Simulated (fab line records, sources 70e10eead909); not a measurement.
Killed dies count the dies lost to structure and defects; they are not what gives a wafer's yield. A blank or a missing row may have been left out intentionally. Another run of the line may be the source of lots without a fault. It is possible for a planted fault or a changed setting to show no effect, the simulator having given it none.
A lot that was struck, set against a sound lot || flow nandHarc || 14 steps out of a route of 1159
Sound: the wafers L651.2, L651.4, L651.5. The struck wafers were L663.1, L663.4, L663.6. The cause is named last.
Each step with rows lists, per side, the tool, then ch with its chambers, then its first start. Under that, the readings that differ: sound wafers || struck wafers || difference of the means || sigmas: that difference in standard deviations of wafers without a fault.
alike: readings with means less than 2 such deviations apart, plus words and numbers identical on both sides. not compared: withheld readings, readings lacking a value on some wafer, bounds such as >300 that could conceal the same value, and numbers that have no deviation in the record and whose values overlap.
The two part at a step that has a row with sigmas, a row that says differs or no value, or rows on one side only. Non-overlapping numbers with no deviation appear without sigmas and do not part them. Lack of a reading on every wafer of one side parts them only where that side has two or more wafers.

NHARC_A_BLC_INSPECT_12:
  sound on defectInspect-02, day 18 06:56; struck on defectInspect-01, day 22 12:25
  alike: rawDefectCount
NHARC_A_BLC_DESCUM_15: chemistry O2, time 3 s.
  sound on rieDiel-02 ch 0,1,3, day 18 07:00; struck on rieDiel-04 ch 0,1, day 22 12:28
  alike: drypumpMotorCurrentA, oesProductAu, rfVppV, showerheadPlenumPTorr, throttleValvePct
  not compared: rfHoursCounterH
then, 1 step without rows for these wafers: NHARC_A_BLC_ETCH_16 (etches the open film in CF4, target depth 39 nm, time 65 s).
NHARC_A_BLC_ETCH_17: etches the open film in N2/H2, target depth 390 nm, time 609.38 s.
  sound: rieDiel-02 ch 0,1,2; struck: rieDiel-04 ch 1,2
  alike: drypumpMotorCurrentA, oesProductAu, rfVppV, showerheadPlenumPTorr, throttleValvePct
  not compared: rfHoursCounterH
NHARC_A_BLC_ETCH_18: etches the open film in C4F8/O2/Ar, target depth 910 nm.
  sound: rieDiel-02 ch 1,2; struck: rieDiel-04 ch 0,2,3
  alike: oesProductAu, rfVppV
  not compared: rfHoursCounterH
NHARC_A_BLC_CD_MEAS_19:
  sound on cdSem-02, day 18 07:59; struck on cdSem-03, day 22 13:26
  alike: cdNm
NHARC_A_BLC_STRIP_29: strips in CF4.
  sound on rieDiel-04 ch 0,2, day 18 08:04; struck on rieDiel-02 ch 0,2, day 22 13:31
  alike: drypumpMotorCurrentA, oesProductAu, rfVppV, showerheadPlenumPTorr, throttleValvePct
  not compared: rfHoursCounterH
then, 5 steps without rows for these wafers: NHARC_A_BLC_STRIP_21 (strips in O2); NHARC_A_BLC_STRIP_22 (strips in post etch residue remover, time 600 s); NHARC_A_BLC_DEGAS_30 (time 60 s); NHARC_A_BLC_PRE_CLEAN_31 (time 15 s); NHARC_A_BLC_PVD_32 (deposits Ti, target thk 5 nm, time 17.7 s).
NHARC_A_BLC_ALD_23: deposits TiN, target thk 3 nm, pulse time 1 s, ald cycles 150.
  sound on aldMetal-03 ch 0,1,2, day 18 08:50; struck on aldMetal-03 ch 0,1,3, day 22 14:17
{"reading": "aldCycles", "sound": "150 150 150", "struck": "73 73 73", "difference": -77, "sigmas": ""}
  alike: heaterPowerOuterW, heaterPowerW, precursorPulseHeightRel
NHARC_A_BLC_CVD_24: deposits W, target thk 150 nm, time 434 s.
  sound: cvdW-02 ch 0,1; struck: cvdW-02 ch 1
  alike: chamberPressureTorr, heaterPowerOuterW, heaterPowerW, throttleValvePct

== WHERE THEY PART ==
Nowhere in this record.

WHY: whatever the simulator had introduced
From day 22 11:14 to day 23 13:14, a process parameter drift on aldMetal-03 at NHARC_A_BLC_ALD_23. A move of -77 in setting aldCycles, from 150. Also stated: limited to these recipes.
